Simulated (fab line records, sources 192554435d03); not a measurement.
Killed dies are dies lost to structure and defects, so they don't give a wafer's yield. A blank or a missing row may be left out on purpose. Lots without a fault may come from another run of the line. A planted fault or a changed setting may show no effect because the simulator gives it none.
A struck lot beside a sound one | flow n5_finfet | 16 steps out of a route of 1938
Sound: wafers L118.1, L118.2, L118.4. Struck: wafer L126.1. (L126.3 of the same lot was not struck and is left out.) The cause comes at the end.
At each step with rows: each side's tool, then ch and its chambers, then its first start. Under that, the readings that differ: sound wafers | struck wafers | difference of the means | sigmas: that difference in standard deviations of wafers without a fault.
alike: readings whose means differ by less than 2 such deviations, and words and numbers that are the same on both sides. not compared: withheld readings, readings that some wafer has no value for, bounds like >300 that may hide the same value, and numbers for which the record gives no deviation and whose values overlap.
The two part at a step that has a row with sigmas, a row that says differs or no value, or rows on one side only. Numbers that don't overlap but have no deviation are shown without sigmas and don't part them. A reading that every wafer of one side lacks parts them only if that side has two wafers or more.

first, 7 steps without rows for these wafers: N5_SDB_COAT_04 (time 60 s, resist thk 18 nm); N5_SDB_COAT_05 (resist thk 90 nm); N5_SDB_EBR_07; N5_SDB_SOFTBAKE_06 (time 60 s); N5_SDB_EXPOSE_08 (exposes mask SDB); N5_SDB_PEB_09 (peb time 60 s); N5_SDB_DEVELOP_10 (develop time 30 s).
N5_SDB_CD_MEAS_11: target cd 50 nm.
  sound on cd_sem-03 ch 0, day 5 14:04; struck on cd_sem-03 ch 0, day 7 14:11
  alike: cd_nm
N5_SDB_OVL_MEAS_12:
  sound on overlay-02 ch 0, day 5 14:05; struck on overlay-02 ch 0, day 7 14:13
  alike: SDB_OVL
N5_SDB_INSPECT_13: inspects for defects (brightfield).
  sound on defect_inspect-01, day 5 14:07; struck on defect_inspect-01, day 7 14:14
  alike: raw_defect_count
N5_SDB_DESCUM_16: chemistry O2, time 7.9 s.
  sound on rie_diel-04 ch 0,1,2, day 5 14:34; struck on rie_diel-03 ch 0, day 7 14:32
  reading                | sound      | struck | difference | sigmas
  rf_hours_counter_h (h) | 143 86 240 | 62     | -94        |
  alike: drypump_motor_current_A, oes_product_au, rf_vpp_V, showerhead_plenum_p_Torr, temp_c, throttle_valve_pct
N5_SDB_ETCH_17: etches SiARC in CF4, target depth 23.4 nm, time 39 s.
  sound on rie_diel-04 ch 0,1,2, day 5 14:36; struck on rie_diel-03 ch 0, day 7 14:34
  reading                | sound      | struck | difference | sigmas
  rf_hours_counter_h (h) | 143 86 240 | 62     | -94        |
  alike: cf4_flow_sccm, drypump_motor_current_A, etch_rf_on_time_s, oes_product_au, rf_vpp_V, showerhead_plenum_p_Torr, throttle_valve_pct
N5_SDB_ETCH_18: etches SOC in N2/H2, target depth 100 nm, overetch 20 nm, time 150 s.
  sound on rie_diel-04 ch 0,1,2, day 5 14:38; struck on rie_diel-03 ch 0, day 7 14:37
  reading                                | sound             | struck | difference | sigmas
  rf_hours_counter_h (h)                 | 143 86 240        | 62     | -94        |
  rf_vpp_V (V)                           | 526.8 524.7 522.4 | 529.3  | +4.7       | +2
  model.SiARC_of_SDB_COAT_04.thk_nm (nm) | 12.8 12.8 12.8    | 12     | -1         |
  alike: drypump_motor_current_A, h2_flow_sccm, oes_product_au, showerhead_plenum_p_Torr, temp_c, throttle_valve_pct
then, 1 step without rows for these wafers: N5_SDB_STRIP_19 (strips in N2/H2).
-- the record jumps here: 5 days lie between the struck wafers' starts before and after (it left off in module SDB and takes up again in module BEOL_M4, whose first step shown is number 1111 of the route) --
N5_BEOL_M4_RC_MEAS_101:
  sound on prober-02 ch 0, day 9 21:46; struck on prober-02 ch 0, day 12 04:41
  reading       | sound          | struck | difference | sigmas
  ION_P (uA/um) | 473 466 472    | 454    | -16        | -2
  SS_N (mV/dec) | 71.5 72.0 72.2 | 70.9   | -1.0       | -2
  alike: DIBL_N, DIBL_P, IOFF_N, IOFF_P, ION_N, SS_P, VT_N, VT_P
N5_PASSIVATION_PROBE_49:
  the record has rows for the sound wafers here (prober-01, day 14 03:17) and none for the struck ones

WHERE THEY PART
First at N5_SDB_ETCH_18; last, within this record, at N5_PASSIVATION_PROBE_49.

WHY: what the simulator had put in
Process parameter drift: rie_diel-03, from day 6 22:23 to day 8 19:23, at N5_SDB_ETCH_18. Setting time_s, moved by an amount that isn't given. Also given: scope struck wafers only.
